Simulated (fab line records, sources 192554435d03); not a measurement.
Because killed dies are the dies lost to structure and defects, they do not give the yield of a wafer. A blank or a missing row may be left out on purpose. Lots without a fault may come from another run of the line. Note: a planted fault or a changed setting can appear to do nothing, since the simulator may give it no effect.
Which tool is to blame? | flow n5Finfet | 33 wafers from 11 lots sampled at 2 of the route's 1938 steps

WHAT EACH GAUGE READ, for each wafer
N5_MIM_BOT_LITHO_CD_MEAS_08: target cd 3000 nm.
lot  | measured     | on       | cdNm (nm)
L360 | day 12 14:08 | cdSem-03 | 3001.0 3000.3 3000.6
L363 | day 13 00:50 | cdSem-01 | 2999.9 2998.1 2999.9
L364 | day 13 21:07 | cdSem-03 | 3003.1 3001.9 3001.1
L365 | day 13 21:19 | cdSem-03 | 2999.5 2999.5 2998.4
L366 | day 13 21:16 | cdSem-01 | 2999.4 3000.5 3000.0
L367 | day 14 06:31 | cdSem-03 | 3002.3 3001.4 2999.3
L371 | day 15 19:08 | cdSem-01 | 2999.1 2999.5 3000.3
L377 | day 17 19:56 | cdSem-02 | 3001.1 3000.5 2999.8
L381 | day 18 09:53 | cdSem-03 | 2999.5 3000.9 2999.7
L382 | day 18 12:41 | cdSem-03 | 3000.5 2999.3 2999.4
L383 | day 18 20:23 | cdSem-03 | 3000.0 2998.1 3000.5

WHAT TOOL EACH LOT RAN ON (gives the tool, then ch and the chambers of the sampled wafers, and finally the start)
lot  | N5_BEOL_M0_WET_ETCH_106
L360 | wetBench-04 ch 1,3,4, day 5 19:01
L363 | wetBench-04 ch 0,5,7, day 6 11:34
L364 | wetBench-05 ch 0,5,6, day 6 19:48
L365 | wetBench-04 ch 1,5,7, day 6 20:11
L366 | wetBench-05 ch 2,6,7, day 7 08:11
L367 | wetBench-04 ch 0,3,5, day 7 15:37
L371 | wetBench-04 ch 2,4,5, day 8 14:31
L377 | wetBench-05 ch 2,4,5, day 10 12:36
L381 | wetBench-02 ch 2,3,5, day 10 23:16
L382 | wetBench-02 ch 4,6,7, day 11 06:43
L383 | wetBench-05 ch 3,4,7, day 11 16:46
- N5_BEOL_M0_WET_ETCH_106: etches SiO2 in DHF, target depth 130 nm, rinse time 30 s.

THE ANSWER, worked out from the rows above alone
Rule: the usual values come from the lots themselves. The widest of any qualifying gaps counts: lots, ordered by their means at a reading, are off when they make up no more than a third of the lots, leave a main group of 4 or more, and stand apart from it by 3 or more times the standard deviation of that group's means. If all means in a main group match to the digits the tables above print for the reading, that group is not used. A lot without any number at a reading at which 4 lots or more have one is off too. All remaining lots with rows at the step are treated as sound.
Nothing can be told from this: no lot is off at any reading shown.

WHAT THE SIMULATOR PUT IN
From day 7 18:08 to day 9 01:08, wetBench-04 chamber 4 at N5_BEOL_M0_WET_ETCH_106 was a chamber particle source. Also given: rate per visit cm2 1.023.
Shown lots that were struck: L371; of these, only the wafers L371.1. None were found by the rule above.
